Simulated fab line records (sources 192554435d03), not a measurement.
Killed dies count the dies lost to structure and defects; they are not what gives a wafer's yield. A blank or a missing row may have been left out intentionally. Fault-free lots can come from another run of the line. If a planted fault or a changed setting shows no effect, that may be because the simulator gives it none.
Which tool did it?    flow n5Finfet    route of 1938 steps, sampled at 1 step: 6 lots, 18 wafers

WHAT THE GAUGES READ, wafer by wafer
N5_MOL_CONTACT_COAG_CD_MEAS_137 targets a cd of 16 nm.
lot   measured      on        cdNm (nm)
L109  day 5 12:37   cdSem-01  16.1 16.2 16.7
L112  day 6 13:44   cdSem-03  16.5 16.2 16.1
L117  day 7 15:02   cdSem-01  16.0 15.8 15.8
L124  day 9 04:22   cdSem-02  15.5 15.6 15.9
L129  day 10 18:10  cdSem-03  15.0 15.6 15.8
L131  day 11 01:35  cdSem-01  16.3 15.5 15.5

WHICH TOOL RAN EACH LOT (tool, then ch and the chambers of the sampled wafers, then the start)
The record shows no process step preceding these readings.

THE ANSWER, worked out from the rows above alone
Rule: the usual values come from the lots themselves. The widest of any qualifying gaps counts: lots, ordered by their means at a reading, are off when they make up no more than a third of the lots, leave a main group of 4 or more, and stand apart from it by 3 or more times the standard deviation of that group's means. A main group whose means are all the same, to the digits that the tables above print for the reading, isn't used. Also off: a lot with no number at a reading for which 4 or more lots have one. All remaining lots with rows at the step are treated as sound.
No lot is off on any of the readings shown, so nothing can be concluded from this.

WHAT THE SIMULATOR HAD PUT IN
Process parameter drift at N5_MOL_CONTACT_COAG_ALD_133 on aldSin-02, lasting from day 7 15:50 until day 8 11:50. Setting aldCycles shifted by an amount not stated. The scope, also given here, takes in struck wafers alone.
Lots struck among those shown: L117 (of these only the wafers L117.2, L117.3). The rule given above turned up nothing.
